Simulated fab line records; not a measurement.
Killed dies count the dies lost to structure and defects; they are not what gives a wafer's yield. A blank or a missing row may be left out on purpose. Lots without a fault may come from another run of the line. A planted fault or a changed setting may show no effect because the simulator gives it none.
Which of the tools did it? / flow nandHarc / 12 lots with 36 wafers sampled at 3 steps, on a route of 1159 steps

## WHAT THE GAUGES SHOWED, per wafer
NHARC_A_M1_INSPECT_27.
lot=L077; measured=day 18 15:36; on=defectInspect-02; rawDefectCount=389 874 547
lot=L076; measured=day 18 20:58; on=defectInspect-01; rawDefectCount=474 466 455
lot=L079; measured=day 19 10:44; on=defectInspect-02; rawDefectCount=548 392 421
lot=L082; measured=day 19 16:28; on=defectInspect-01; rawDefectCount=501 411 310
lot=L084; measured=day 20 03:55; on=defectInspect-02; rawDefectCount=340 518 351
lot=L086; measured=day 20 18:50; on=defectInspect-01; rawDefectCount=416 610 649
lot=L088; measured=day 21 01:16; on=defectInspect-01; rawDefectCount=347 468 657
lot=L089; measured=day 21 19:45; on=defectInspect-01; rawDefectCount=406 279 282
lot=L090; measured=day 22 03:52; on=defectInspect-01; rawDefectCount=488 568 604
lot=L092; measured=day 22 12:03; on=defectInspect-01; rawDefectCount=416 396 443
lot=L093; measured=day 22 23:32; on=defectInspect-02; rawDefectCount=285 385 327
lot=L097; measured=day 24 11:01; on=defectInspect-02; rawDefectCount=480 439 498

## WHAT TOOL EACH LOT RAN ON (gives the tool, then ch and the chambers of the sampled wafers, and finally the start)
lot=L077; NHARC_A_M0_STRIP_18=rieDiel-08 ch 0,2,3, day 18 09:07; NHARC_A_M1_CMP_23=cmp-03 ch 0,1,3, day 18 15:10
lot=L076; NHARC_A_M0_STRIP_18=rieDiel-08 ch 0,2,3, day 18 14:38; NHARC_A_M1_CMP_23=cmp-04 ch 0,1,2, day 18 20:29
lot=L079; NHARC_A_M0_STRIP_18=rieDiel-08 ch 0,1,3, day 19 04:29; NHARC_A_M1_CMP_23=cmp-04 ch 1,2, day 19 10:16
lot=L082; NHARC_A_M0_STRIP_18=rieDiel-10 ch 1,3, day 19 10:01; NHARC_A_M1_CMP_23=cmp-01 ch 0,3, day 19 16:00
lot=L084; NHARC_A_M0_STRIP_18=rieDiel-06 ch 0,2,3, day 19 21:28; NHARC_A_M1_CMP_23=cmp-04 ch 0,2,3, day 20 03:26
lot=L086; NHARC_A_M0_STRIP_18=rieDiel-10 ch 1,2,3, day 20 12:29; NHARC_A_M1_CMP_23=cmp-03 ch 0,1,2, day 20 18:25
lot=L088; NHARC_A_M0_STRIP_18=rieDiel-08 ch 1,2,3, day 20 18:56; NHARC_A_M1_CMP_23=cmp-01 ch 0,2,3, day 21 00:47
lot=L089; NHARC_A_M0_STRIP_18=rieDiel-10 ch 0,2,3, day 21 13:14; NHARC_A_M1_CMP_23=cmp-03 ch 0,1,3, day 21 19:17
lot=L090; NHARC_A_M0_STRIP_18=rieDiel-10 ch 1,3, day 21 21:35; NHARC_A_M1_CMP_23=cmp-01 ch 2,3, day 22 03:23
lot=L092; NHARC_A_M0_STRIP_18=rieDiel-10 ch 0,3, day 22 05:48; NHARC_A_M1_CMP_23=cmp-04 ch 0,3, day 22 11:35
lot=L093; NHARC_A_M0_STRIP_18=rieDiel-10 ch 1,2,3, day 22 17:14; NHARC_A_M1_CMP_23=cmp-01 ch 0,1,3, day 22 23:04
lot=L097; NHARC_A_M0_STRIP_18=rieDiel-10 ch 1,2, day 24 04:43; NHARC_A_M1_CMP_23=cmp-01 ch 0,1,2, day 24 10:34
- NHARC_A_M0_STRIP_18: strips in N2/H2.
- NHARC_A_M1_CMP_23: polishes, t overpolish 20 s, target thk 154.34 nm.

## THE ANSWER, worked out from the rows above alone
Rule: usual is defined by the lots themselves. The widest of any qualifying gaps counts: lots, ordered by their means at a reading, are off when they make up no more than a third of the lots, leave a main group of 4 or more, and stand apart from it by 3 or more times the standard deviation of that group's means. Not used: any main group whose means are identical at the precision the tables above print for the reading. Also off: a lot with no number at a reading for which 4 or more lots have one. All remaining lots with rows at the step are treated as sound.
Nothing can be told from this: no lot is off at any reading shown.

## WHAT THE SIMULATOR HAD INSERTED
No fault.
